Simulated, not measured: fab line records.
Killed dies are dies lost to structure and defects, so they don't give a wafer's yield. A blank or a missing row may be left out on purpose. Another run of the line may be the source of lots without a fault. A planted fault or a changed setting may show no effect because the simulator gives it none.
Chamber matching :: flow nand harc :: rie diel-09 running NHARC_A_M0_ETCH_34: 4 sister chambers
The step etches the open film in N2/H2, target depth 40 nm, overetch 12 nm, time 43.94 s. 14 wafers are shown with their chamber, then 7 later ones without.

== EACH WAFER AND ITS CHAMBER ==
wafer: L083.2
chamber: 2
showerhead plenum p Torr (Torr): 2.01
rf vpp V (V): 429.4
drypump motor current A (A): 6.2

wafer: L083.3
chamber: 3
showerhead plenum p Torr (Torr): 2.11
rf vpp V (V): 432.6
drypump motor current A (A): 6.2

wafer: L083.4
chamber: 0
showerhead plenum p Torr (Torr): 1.96
rf vpp V (V): 428.2
drypump motor current A (A): 6.0

wafer: L085.1
chamber: 2
showerhead plenum p Torr (Torr): 2.01
rf vpp V (V): 429.6
drypump motor current A (A): 6.3

wafer: L085.3
chamber: 3
showerhead plenum p Torr (Torr): 2.11
rf vpp V (V): 432.9
drypump motor current A (A): 6.3

wafer: L085.5
chamber: 2
showerhead plenum p Torr (Torr): 2.01
rf vpp V (V): 428.9
drypump motor current A (A): 6.2

wafer: L089.3
chamber: 1
showerhead plenum p Torr (Torr): 1.97
rf vpp V (V): 427.5
drypump motor current A (A): 6.1

wafer: L089.4
chamber: 0
showerhead plenum p Torr (Torr): 1.96
rf vpp V (V): 428.4
drypump motor current A (A): 6.1

wafer: L089.5
chamber: 1
showerhead plenum p Torr (Torr): 1.97
rf vpp V (V): 427.7
drypump motor current A (A): 6.1

wafer: L084.2
chamber: 3
showerhead plenum p Torr (Torr): 2.11
rf vpp V (V): 433.7
drypump motor current A (A): 6.2

wafer: L084.3
chamber: 1
showerhead plenum p Torr (Torr): 1.97
rf vpp V (V): 427.0
drypump motor current A (A): 6.1

wafer: L084.4
chamber: 0
showerhead plenum p Torr (Torr): 1.96
rf vpp V (V): 427.5
drypump motor current A (A): 6.1

wafer: L091.4
chamber: 2
showerhead plenum p Torr (Torr): 2.01
rf vpp V (V): 429.5
drypump motor current A (A): 6.2

wafer: L091.5
chamber: 3
showerhead plenum p Torr (Torr): 2.10
rf vpp V (V): 432.2
drypump motor current A (A): 6.3

SIGNATURES, as means of the wafers listed above
reading: showerhead plenum p Torr
chamber 0: 1.9600
chamber 1: 1.9700
chamber 2: 2.0100
chamber 3: 2.1075
scatter within a chamber: 0.00274

reading: rf vpp V
chamber 0: 428.033
chamber 1: 427.400
chamber 2: 429.350
chamber 3: 432.850
scatter within a chamber: 0.47

reading: drypump motor current A
chamber 0: 6.067
chamber 1: 6.100
chamber 2: 6.225
chamber 3: 6.250
scatter within a chamber: 0.0492
Rule: for each reading, subtract the chamber's mean from the wafer's reading, divide by that reading's scatter and square the result; add these up over the readings and take the root, which gives the wafer's distance from the chamber. The wafer belongs to the nearest chamber; if the next one is less than 2 further off, it can't be placed. How the scatter is found: for the shown wafers, subtract from each reading the mean of its chamber, square and add these, divide the total by (wafers less chambers), then take the root.

== WAFERS WITH NO CHAMBER GIVEN ==
wafer: L091.6
showerhead plenum p Torr (Torr): 2.01
rf vpp V (V): 429.9
drypump motor current A (A): 6.2

wafer: L094.1
showerhead plenum p Torr (Torr): 2.10
rf vpp V (V): 431.9
drypump motor current A (A): 6.2

wafer: L094.3
showerhead plenum p Torr (Torr): 1.96
rf vpp V (V): 428.9
drypump motor current A (A): 6.0

wafer: L094.5
showerhead plenum p Torr (Torr): 2.01
rf vpp V (V): 431.1
drypump motor current A (A): 6.3

wafer: L097.2
showerhead plenum p Torr (Torr): 2.10
rf vpp V (V): 433.0
drypump motor current A (A): 6.2

wafer: L097.3
showerhead plenum p Torr (Torr): 1.96
rf vpp V (V): 428.2
drypump motor current A (A): 6.1

wafer: L097.6
showerhead plenum p Torr (Torr): 1.96
rf vpp V (V): 428.5
drypump motor current A (A): 6.0

== CHAMBER TAKEN BY EACH ==
wafer: L091.6
from the rows above: 2
in truth: 2

wafer: L094.1
from the rows above: 3
in truth: 3

wafer: L094.3
from the rows above: 0
in truth: 0

wafer: L094.5
from the rows above: 2
in truth: 2

wafer: L097.2
from the rows above: 3
in truth: 3

wafer: L097.3
from the rows above: 0
in truth: 0

wafer: L097.6
from the rows above: 0
in truth: 0
Correct placement for 7 of the 7. Number that these rows cannot place: 0. Wrongly placed: 0.
